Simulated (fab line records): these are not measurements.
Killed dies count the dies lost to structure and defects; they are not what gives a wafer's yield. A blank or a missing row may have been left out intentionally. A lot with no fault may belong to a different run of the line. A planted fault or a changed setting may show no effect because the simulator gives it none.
2 desks looking at one fault ; flow n5 finfet ; what lay behind the numbers comes last; until then each desk has only its own

## METROLOGY DESK
What the gauges read for every lot (on any tool): the sampled wafers with a number, averaged. If a lot's mean is further than 4 standard deviations from the usual mean, the lot is out of limits and carries the mark OUT (the distance appears in the brackets). Shown are 7 of the 11 readings it has, namely the first that went out of limits plus those furthest out on some lot.
Columns: A = GC_FILL_THK at N5_GATE_CUT_THK_MEAS_24, usual 219.7 nm; B = IOFF_P at N5_BEOL_M4_RC_MEAS_101, usual 0.23 nA/um; C = ION_N at N5_BEOL_M4_RC_MEAS_101, usual 680 uA/um; D = ION_P at N5_BEOL_M4_RC_MEAS_101, usual 466 uA/um; E = SS_N at N5_BEOL_M4_RC_MEAS_101, usual 71.7 mV/dec; F = VT_N at N5_BEOL_M4_RC_MEAS_101, usual 248 mV; G = VT_P at N5_BEOL_M4_RC_MEAS_101, usual -249 mV
lot;first seen here;A;B;C;D;E;F;G
L319;day 4 19:46;218.7;0.20;677;458;71.1;250;-253
L320;day 5 02:21;219.5;0.30;701;478;72.1;243;-243
L325;day 6 08:41;261.3 (+15) OUT;0.20;668;461;72.0;249;-249
L335;day 8 20:49;221.8;0.26;683;471;72.0;248;-246
L336;day 9 02:11;220.1;0.21;665;457;70.7;251;-251
L339;day 9 19:15;219.5;0.25;692;466;72.7;247;-250
L340;day 10 08:37;217.1;0.21;676;465;71.2;251;-252
L341;day 10 15:07;216.1;0.29;694;480;72.2;242;-242
Finding of this desk: L325 out of limits, first seen on L325 at day 6 08:41 (GC_FILL_THK at N5_GATE_CUT_THK_MEAS_24). L319, L320, L335, L336, L339, L340, L341: within limits.

## FOR THE TOOL OWNER'S DESK: pecvd-03
The tool's own readings at N5_GATE_CUT_HM_DEP_46 (deposits SiO2 from TEOS/O2, target thk 130 nm, time 26.6 s): means of the sampled wafers that have a number, for each lot that ran on this tool. If a lot's mean is further than 4 standard deviations from the usual mean, the lot is out of limits and carries the mark OUT (the distance appears in the brackets).
Columns: A = heater power w at N5_GATE_CUT_HM_DEP_46, usual 541 W; B = showerhead plenum p Torr at N5_GATE_CUT_HM_DEP_46, usual 8.35 Torr; C = throttle valve pct at N5_GATE_CUT_HM_DEP_46, usual 18.8 %
lot;first seen here;A;B;C
L319;day 4 16:40;514;8.33;18.7
L320;day 4 22:02;436;8.35;19.1
L325;day 6 05:32;540;8.35;18.4
L339;day 9 15:42;517;8.35;18.6
L340;day 10 05:14;397;8.35;18.6
L341;day 10 11:55;423;8.34;18.6
This desk found nothing out of limits on any of the 6 lots.

## PUT TOGETHER
L325 would have let the metrology desk raise an alarm at day 6 08:41.
The desk of the tool owner found nothing out of limits.
Tool owner's desk: L325 on record, inside its limits.
N5_GATE_CUT_HM_DEP_46 was run on pecvd-03 by each of the lots named.

## WHAT THE SIMULATOR PUT IN
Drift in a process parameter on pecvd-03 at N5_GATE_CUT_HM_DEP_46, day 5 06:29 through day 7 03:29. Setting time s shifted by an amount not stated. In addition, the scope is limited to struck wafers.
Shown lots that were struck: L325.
Per desk, hours elapsed from the start of the fault to the first reading out of limits: for the metrology desk, 26.
